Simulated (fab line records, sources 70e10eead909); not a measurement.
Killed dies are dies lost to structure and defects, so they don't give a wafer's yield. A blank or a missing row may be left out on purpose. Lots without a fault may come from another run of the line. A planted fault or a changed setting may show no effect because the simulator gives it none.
fab line records | flow nand_harc
record lots=11 wafers=33 last_day=32
route steps=1302 shown P_GATE@144 END@1302
lots that met no fault: from a run of the same line without faults
start_h: hours from the record's first day to the start of the lot's first wafer shown | wait_h: hours since the lot's step before | " the same as in the row above | L1.1+2: a row that stands for several wafers | - no value, or no start given | * or withheld: withheld | < > ~ a bound
route shown NAME@n: a module of which the file shows steps, and the number in the route of the first | usual: mean/standard deviation of fault-free wafers | same: alike in all rows | chamber/n: place in a boat | sites: the reading at each site | _std_site: their standard deviation | _edge_site: outer sites' mean less inner sites' | radius_mm: how far each site lies from the wafer's centre | mask NAME#n: copy n | behind: the tool/chamber that last shaped the wafer | hold: why the lot was held/for how many hours/how that ended | device: the transistor (n, p or np) that didn't switch | end of line: the same wafers' tests at the end of the route | a step without rows: its recipe alone | killed: dies lost to structure and defects at the first sort, not the wafer's yield | map: a wafer's dies, x killed, . not, _ none there
set.NAME: the setting as run; set.NAME@STEP: as run at that earlier step | model.NAME: the simulator's own value behind a step, which no gauge read
steps of the route over a sample of lots; a table a step, a row a wafer
services: from which hour (start_h, from the record's first day; less than 0 if before it) a tool's chamber was out of use, for how many hours, and why
## steps
# step NHARC_P_GATE_DESCUM_31
# recipe time_s=3 o2_flow_sccm=200 ar_flow_sccm=0 bias_power_w=0 chemistry=O2
# usual drypump_motor_current_A=5.7/0.41 mfc_ar_sccm=0.008/0.0099 oes_product_au=0.998/0.011 rf_vpp_V=57.8/0.79 showerhead_plenum_p_Torr=1.94/0.061 throttle_valve_pct=11.312/0.0089
# same bias_power_w=0
# columns lot.wafer tool chamber start_h wait_h drypump_motor_current_A mfc_ar_sccm oes_product_au rf_hours_counter_h rf_vpp_V showerhead_plenum_p_Torr throttle_valve_pct
L717.2 rie_diel-05 1 78.40 0.1 5.8 0.025 1.019 1.3 58.9 1.98 11.305
L717.3 " 3 " " 5.7 0 0.991 2.0 57.8 1.96 11.296
L717.6 " 0 " " 6.2 0.018 0.996 - 57.6 1.86 11.311
L720.3 rie_diel-03 1 112.53 0.1 5.2 0 1.005 1.7 58.1 2.04 11.314
L720.4 " 3 " " 5.5 0 0.998 1.1 57.6 1.89 11.322
L720.5 " 1 " " 5.2 0 1.012 - 58.4 2.04 11.313
L722.3 rie_diel-03 3 119.27 0.1 5.5 0 0.998 2.3 57.6 1.89 11.315
L722.2 " 0 " " 5.3 0.013 0.993 2.6 57.6 2.00 11.308
L722.6 " 3 " " 5.5 0 1.000 - 57.8 1.89 11.320
L724.1 rie_diel-10 2 149.73 0.1 5.3 0.025 0.995 5.6 58.8 1.83 11.304
L724.4 " 1 " " 6.4 0.011 0.994 6.2 57.1 1.99 11.319
L724.6 " 2 " " 5.3 0.025 1.009 - 57.2 1.83 11.311
L726.2 rie_diel-05 0 171.59 0.1 6.1 0.018 0.976 7.8 56.2 1.86 11.306
L726.1 " 2 " " 5.8 0 1.018 5.9 57.6 1.99 11.313
L726.6 " 0 " " 6.2 0.018 0.985 - 57.7 1.86 11.327
L727.1 rie_diel-03 2 177.11 0.1 5.2 0.001 1.010 5.1 59.2 1.94 11.302
L727.2 " 3 " " 5.5 0 0.998 4.5 57.7 1.89 11.318
L727.4 " 0 " " 5.3 0.013 0.997 4.8 57.9 2.00 11.303
L728.3 rie_diel-05 3 181.15 0.1 5.7 0 0.980 7.7 56.9 1.96 11.319
L728.1 " 2 " " 5.8 0 1.017 6.9 57.1 1.99 11.303
L728.6 " 3 " " 5.7 0 0.981 - 58.1 1.96 11.346
L731.4 rie_diel-05 1 214.89 0.1 5.8 0.025 0.995 0 57.4 1.98 11.308
L731.2 " 2 " " 5.8 0 0.976 0 58.8 1.99 11.304
L731.5 " 1 " " 5.8 0.025 0.989 - 58.3 1.98 11.328
L735.3 rie_diel-03 1 256.45 0.1 5.2 0 1.011 8.2 58.1 2.03 11.322
L735.5 " 2 " " 5.2 0.001 1.010 - 55.9 1.94 11.328
L735.6 " 3 " " 5.5 0 1.012 - 58.2 1.89 11.315
L736.2 rie_diel-03 2 271.21 0.1 5.2 0.001 0.990 0.1 58.4 1.94 11.318
L736.3 " 0 " " 5.3 0.013 0.987 0.1 58.6 1.99 11.307
L736.4 " 1 " " 5.1 0 0.991 0.2 58.9 2.04 11.305
L739.1 rie_diel-03 1 293.63 0.1 5.2 0 1.001 1.8 57.5 2.03 11.301
L739.4 " 3 " " 5.5 0 1.000 1.0 55.6 1.89 11.301
L739.2 " 0 " " 5.3 0.013 0.987 1.5 59.2 1.99 11.306
# step NHARC_P_GATE_EXPOSE_56
# recipe na=0.6 target_cd_nm=720 dose_mj=14.81 mask_id=P_PSD
# usual exposure_dose_mJ_cm2=14.810/0.013
# columns lot.wafer tool chamber start_h wait_h mask exposure_dose_mJ_cm2
L717.2 krf_scanner-02 0 91.75 - P_PSD#0 14.823
L717.3 " 0 " " P_PSD#0 14.817
L717.6 " 0 " " P_PSD#0 14.806
L720.3 krf_scanner-04 0 126.11 - P_PSD#0 14.837
L720.4 " 0 " " P_PSD#0 14.807
L720.5 " 0 " " P_PSD#0 14.823
L722.2 krf_scanner-02 0 132.57 - P_PSD#0 14.815
L722.3 " 0 " " P_PSD#0 14.839
L722.6 " 0 " " P_PSD#0 14.846
L724.1 krf_scanner-02 0 162.91 - P_PSD#0 10.829
L724.4 " 0 " " P_PSD#0 10.837
L724.6 " 0 " " P_PSD#0 10.818
L726.1 krf_scanner-04 0 184.83 - P_PSD#0 14.812
L726.2 " 0 " " P_PSD#0 14.803
L726.6 " 0 " " P_PSD#0 14.809
L727.1 krf_scanner-02 0 190.39 - P_PSD#0 10.808
L727.2 " 0 " " P_PSD#0 10.833
L727.4 " 0 " " P_PSD#0 10.810
L728.1 krf_scanner-02 0 194.31 - P_PSD#0 10.790
L728.3 " 0 " " P_PSD#0 10.790
L728.6 " 0 " " P_PSD#0 10.813
L731.2 krf_scanner-04 0 228.33 - P_PSD#0 14.799
L731.4 " 0 " " P_PSD#0 14.796
L731.5 " 0 " " P_PSD#0 14.804
L735.3 krf_scanner-04 0 269.65 - P_PSD#0 14.824
L735.5 " 0 " " P_PSD#0 14.817
L735.6 " 0 " " P_PSD#0 14.818
L736.2 krf_scanner-03 0 284.68 - P_PSD#0 14.812
L736.3 " 0 " " P_PSD#0 14.796
L736.4 " 0 " " P_PSD#0 14.833
L739.1 krf_scanner-03 0 307.12 - P_PSD#0 14.816
L739.2 " 0 " " P_PSD#0 14.802
L739.4 " 0 " " P_PSD#0 14.805
# step NHARC_P_GATE_CD_MEAS_59
# recipe target_cd_nm=720 landing_energy_ev=500
# usual cd_nm=720.3/1.8
# same landing_energy_ev=500
# columns lot.wafer tool chamber start_h wait_h cd_nm
L717.2 cd_sem-03 0 91.90 - 718.7
L717.3 " 0 " " 724.0
L717.6 " 0 " " 720.3
L720.3 cd_sem-02 0 126.26 - 720.7
L720.4 " 0 " " 720.9
L720.5 " 0 " " 718.8
L722.2 cd_sem-02 0 132.72 - 717.9
L722.3 " 0 " " 719.6
L722.6 " 0 " " 719.3
L724.1 cd_sem-01 0 163.07 - 665.7
L724.4 " 0 " " 666.1
L724.6 " 0 " " 666.1
L726.1 cd_sem-03 0 184.99 - 721.6
L726.2 " 0 " " 721.1
L726.6 " 0 " " 721.3
L727.1 cd_sem-01 0 190.54 - 666.3
L727.2 " 0 " " 666.2
L727.4 " 0 " " 666.8
L728.1 cd_sem-03 0 194.47 - 667.0
L728.3 " 0 " " 665.2
L728.6 " 0 " " 665.4
L731.2 cd_sem-02 0 228.49 - 721.2
L731.4 " 0 " " 723.1
L731.5 " 0 " " 721.0
L735.3 cd_sem-03 0 269.80 - 722.5
L735.5 " 0 " " 721.7
L735.6 " 0 " " 722.3
L736.2 cd_sem-02 0 284.84 - 721.1
L736.3 " 0 " " 723.9
L736.4 " 0 " " 721.0
L739.1 cd_sem-02 0 307.28 - 715.9
L739.2 " 0 " " 721.1
L739.4 " 0 " " 715.7
# step NHARC_P_GATE_STRIP_76
# recipe power_w=1500 temp_c=250 chemistry=O2
# usual drypump_motor_current_A=5.8/0.42 heater_power_w=332/28
# columns lot.wafer tool chamber start_h wait_h drypump_motor_current_A heater_power_w rf_hours_counter_h
L717.2 plasma_asher-01 0 92.69 0.2 5.6 378 15
L717.3 " 0 " " 5.6 365 -
L717.6 " 1 " " 5.2 336 -
L720.4 plasma_asher-01 1 127.06 0.2 5.2 327 -
L720.3 " 0 " " 5.6 357 -
L720.5 " 0 " " 5.6 360 -
L722.2 plasma_asher-02 0 133.76 0.2 6.2 292 17
L722.3 " 1 " " 6.2 374 -
L722.6 " 1 " " 6.1 369 -
L724.1 plasma_asher-02 1 163.86 0.2 6.2 368 25
L724.4 " 1 " " 6.2 363 -
L724.6 " 1 " " 6.2 366 -
L726.2 plasma_asher-02 0 185.78 0.2 6.2 282 29
L726.1 " 1 " " 6.1 371 29
L726.6 " 1 " " 6.1 378 -
L727.1 plasma_asher-01 1 191.39 0.2 5.2 322 7
L727.2 " 0 " " 5.6 339 7
L727.4 " 0 " " 5.6 344 -
L728.1 plasma_asher-02 1 195.27 0.2 6.1 379 31
L728.3 " 0 " " 6.2 290 -
L728.6 " 1 " " 6.2 372 -
L731.2 plasma_asher-01 1 229.29 0.2 5.2 331 15
L731.4 " 0 " " 5.6 342 -
L731.5 " 0 " " 5.6 340 -
L735.3 plasma_asher-02 0 270.62 0.1 6.2 294 -
L735.6 " 1 " " 6.2 352 -
L735.5 " 0 " " 6.2 283 -
L736.2 plasma_asher-01 1 285.63 0.2 5.2 325 27
L736.3 " 1 " " 5.2 325 -
L736.4 " 0 " " 5.6 343 -
L739.2 plasma_asher-02 0 308.07 0.2 6.2 285 15
L739.1 " 1 " " 6.1 345 15
L739.4 " 0 " " 6.2 301 -
# step NHARC_P_GATE_DESCUM_93
# recipe time_s=3 o2_flow_sccm=200 ar_flow_sccm=0 bias_power_w=0 chemistry=O2
# usual drypump_motor_current_A=5.7/0.48 mfc_ar_sccm=0.007/0.0094 oes_product_au=0.999/0.011 rf_vpp_V=58.0/0.83 showerhead_plenum_p_Torr=1.94/0.063 throttle_valve_pct=11.311/0.0096
# same bias_power_w=0
# columns lot.wafer tool chamber start_h wait_h drypump_motor_current_A mfc_ar_sccm oes_product_au rf_hours_counter_h rf_vpp_V showerhead_plenum_p_Torr throttle_valve_pct
L717.3 rie_diel-03 0 93.77 - 5.3 0.013 0.978 0.2 57.8 2.00 11.301
L717.2 " 3 " " 5.5 0 1.003 0.1 57.8 1.89 11.325
L717.6 " 0 " " 5.3 0.013 0.979 - 59.2 2.00 11.301
L720.3 rie_diel-10 3 128.05 - 6.2 0 0.991 3.9 56.8 1.93 11.306
L720.4 " 0 " " 6.5 0 1.011 4.2 57.3 1.89 11.313
L720.5 " 0 " " 6.6 0 1.018 - 58.8 1.89 11.322
L722.3 rie_diel-10 2 134.83 - 5.3 0.025 1.019 5.5 57.3 1.83 11.311
L722.2 " 0 " " 6.5 0 1.000 4.8 56.4 1.89 11.305
L722.6 " 2 " " 5.3 0.025 1.015 - 57.6 1.83 11.313
L724.4 rie_diel-05 0 164.83 - 6.2 0.018 0.986 6.8 56.3 1.86 11.307
L724.1 " 1 " " 5.8 0.025 1.012 5.5 57.4 1.98 11.310
L724.6 " 3 " " 5.8 0 1.001 - 58.4 1.96 11.301
L726.2 rie_diel-10 0 186.89 - 6.5 0 0.999 6.9 57.8 1.89 11.298
L726.1 " 2 " " 5.3 0.025 1.010 7.7 57.0 1.83 11.301
L726.6 " 3 " " 6.2 0 0.986 - 58.8 1.93 11.319
L727.2 rie_diel-10 0 192.47 - 6.6 0 1.001 7.2 57.8 1.89 11.320
L727.4 " 1 " " 6.4 0.011 1.009 8.4 57.2 1.99 11.313
L727.1 " 2 " " 5.3 0.025 1.007 7.8 56.1 1.83 11.308
L728.1 rie_diel-10 1 196.35 - 6.4 0.011 1.008 8.9 58.3 1.99 11.311
L728.3 " 2 " " 5.3 0.025 1.002 8.3 58.0 1.83 11.303
L728.6 " 1 " " 6.4 0.011 1.001 - 58.8 1.99 11.321
L731.2 rie_diel-05 3 230.36 - 5.7 0 0.995 0.4 58.2 1.96 11.313
L731.4 " 1 " " 5.8 0.025 1.003 0.4 58.0 1.98 11.303
L731.5 " 0 " " 6.1 0.018 1.006 - 59.3 1.86 11.300
L735.3 rie_diel-05 2 271.71 - 5.8 0 0.988 2.6 57.1 1.99 11.310
L735.6 " 3 " " 5.7 0 0.998 - 57.0 1.95 11.279
L735.5 " 0 " " 6.1 0.018 1.007 - 56.4 1.86 11.310
L736.2 rie_diel-05 3 286.64 - 5.7 0 1.003 3.7 58.0 1.95 11.308
L736.4 " 0 " " 6.2 0.018 0.989 3.1 57.7 1.86 11.306
L736.3 " 2 " " 5.8 0 0.988 3.5 57.5 1.99 11.309
L739.2 rie_diel-03 3 309.15 - 5.5 0 1.003 1.2 57.9 1.89 11.307
L739.1 " 0 " " 5.3 0.013 0.999 1.6 58.8 1.99 11.313
L739.4 " 1 " " 5.1 0 1.007 2.0 59.1 2.03 11.299
# step NHARC_END_SORT_01
# recipe temp_c=25
# usual killed_at_array=62/18 killed_at_other=0.9/1.2 killed_at_periphery=4.2/2.9 killed_dies=67/17 killed_open=3.6/1.9 killed_short=2.5/1.6
# same gross_dies=677
# columns lot.wafer tool chamber start_h wait_h killed_at_array killed_at_other killed_at_periphery killed_dies killed_open killed_short
L724.1 prober-02 0 624.80 2.5 80 0 5 85 2 2
L728.3 prober-01 0 649.15 3.1 62 4 8 74 2 1
L728.6 prober-01 0 651.58 4.0 48 1 9 58 0 2
L727.1 prober-02 0 647.57 2.5 72 0 2 74 4 1
L727.2 prober-02 0 648.37 2.8 75 0 2 77 1 5
L727.4 prober-02 0 649.95 3.4 73 0 2 75 3 2
# killed by level:class
L724.1 A_CHANNEL_HOLE_D1:chamber_film_flake=28 A_SLIT:chamber_film_flake=24 A_CHANNEL_HOLE_D2:chamber_film_flake=15 A_WL_FILL:chamber_film_flake=3 A_WL_FILL:geometric_particle:short=2 P_STI:chamber_film_flake=2 P_GATE:chamber_film_flake=2 A_STAIRCASE:chamber_film_flake=2
L727.1 A_SLIT:chamber_film_flake=38 A_CHANNEL_HOLE_D1:chamber_film_flake=25 A_M0:geometric_particle:open=2 A_STAIRCASE:chamber_film_flake=2 A_SGD_CUT:chamber_film_flake=2 P_GATE:geometric_particle:short=1 A_CHANNEL_HOLE_D1:geometric_particle:open=1 A_CHANNEL_FILL_D1:geometric_particle:open=1
L727.2 A_CHANNEL_HOLE_D1:chamber_film_flake=37 A_SLIT:chamber_film_flake=28 A_CHANNEL_FILL_D1:geometric_particle:short=4 A_STAIRCASE:chamber_film_flake=2 A_CHANNEL_FILL_D2:geometric_particle:short=1 A_WL_FILL:geometric_particle:open=1 P_STI:chamber_film_flake=1 A_SGD_CUT:chamber_film_flake=1
L728.3 A_SLIT:chamber_film_flake=23 A_CHANNEL_HOLE_D2:chamber_film_flake=13 A_CHANNEL_HOLE_D1:chamber_film_flake=9 A_SGD_CUT:chamber_film_flake=6 P_STI:chamber_film_flake=5 A_CONTACT:chamber_film_flake=5 THIN_TSV:chamber_film_flake=4 A_CHANNEL_FILL_D1:geometric_particle:open=1
L727.4 A_CHANNEL_HOLE_D1:chamber_film_flake=34 A_SLIT:chamber_film_flake=28 A_SGD_CUT:chamber_film_flake=4 A_CONTACT:chamber_film_flake=2 A_ONON_D1:geometric_particle:short=1 A_CHANNEL_HOLE_D1:geometric_particle:open=1 A_CHANNEL_FILL_D1:geometric_particle:open=1 A_CHANNEL_FILL_D1:geometric_particle:short=1
L728.6 A_SLIT:chamber_film_flake=24 A_CHANNEL_HOLE_D2:chamber_film_flake=9 P_STI:chamber_film_flake=4 A_CHANNEL_HOLE_D1:chamber_film_flake=4 A_SGD_CUT:chamber_film_flake=4 P_GATE:chamber_film_flake=2 A_WL_FILL:chamber_film_flake=2 A_CONTACT:chamber_film_flake=2
## services
# columns tool chamber start_h hours kind
krf_scanner-02 - 70.00 4.0 pm
rie_diel-03 - 80.30 9.0 pm
rie_diel-10 2 89.21 2.1 repair
rie_diel-03 - 89.96 1.1 repair
plasma_asher-02 - 90.62 0.7 repair
krf_scanner-02 - 97.55 1.3 repair
rie_diel-03 1 125.18 2.7 repair
krf_scanner-02 - 138.66 0.5 repair
krf_scanner-02 - 143.08 0.2 repair
plasma_asher-02 - 145.56 1.2 repair
plasma_asher-01 - 148.40 9.0 pm
rie_diel-03 0 181.70 4.5 repair
rie_diel-05 - 205.60 9.0 pm
rie_diel-10 - 218.50 9.0 pm
plasma_asher-02 - 225.16 9.0 pm
rie_diel-05 0 233.95 4.3 repair
rie_diel-03 - 235.25 2.3 repair
rie_diel-10 - 244.40 0.1 repair
rie_diel-03 - 257.30 9.0 pm
rie_diel-10 0 263.17 4.4 repair
rie_diel-05 0 273.77 4.3 repair
rie_diel-05 3 274.65 1.6 repair
rie_diel-10 0 287.13 7.7 repair
rie_diel-05 3 299.85 8.7 repair
## key
first_sign step=NHARC_P_GATE_EXPOSE_56 reading=exposure_dose_mJ_cm2 direction=down sigmas=99+ usual=14.810 struck=10.814
effect step=NHARC_P_GATE_CD_MEAS_59 reading=cd_nm direction=down sigmas=31 usual=720.3 struck=666.1
met_at NHARC_P_GATE_EXPOSE_56
struck_lots L724,L727,L728
tester_left_out L724,L727,L728
not_acting_at NHARC_P_GATE_DESCUM_31,NHARC_P_GATE_STRIP_76,NHARC_P_GATE_DESCUM_93
onset_between 132.57 162.91
fault kind=process_parameter_drift tool=krf_scanner-02 chamber=- onset_h=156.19 steps=NHARC_P_GATE_EXPOSE_56 channel=dose_mj offset=-3.9988 shape=step acts_in=these_recipes_only stated=14.81
# tester_left_out: of these lots the tester's yield and bins aren't shown, on N5 and GAA mostly nor the transistor test; their killed dies are dies lost to structure and defects alone, not to doping, threshold or leakage, so they don't give the yield
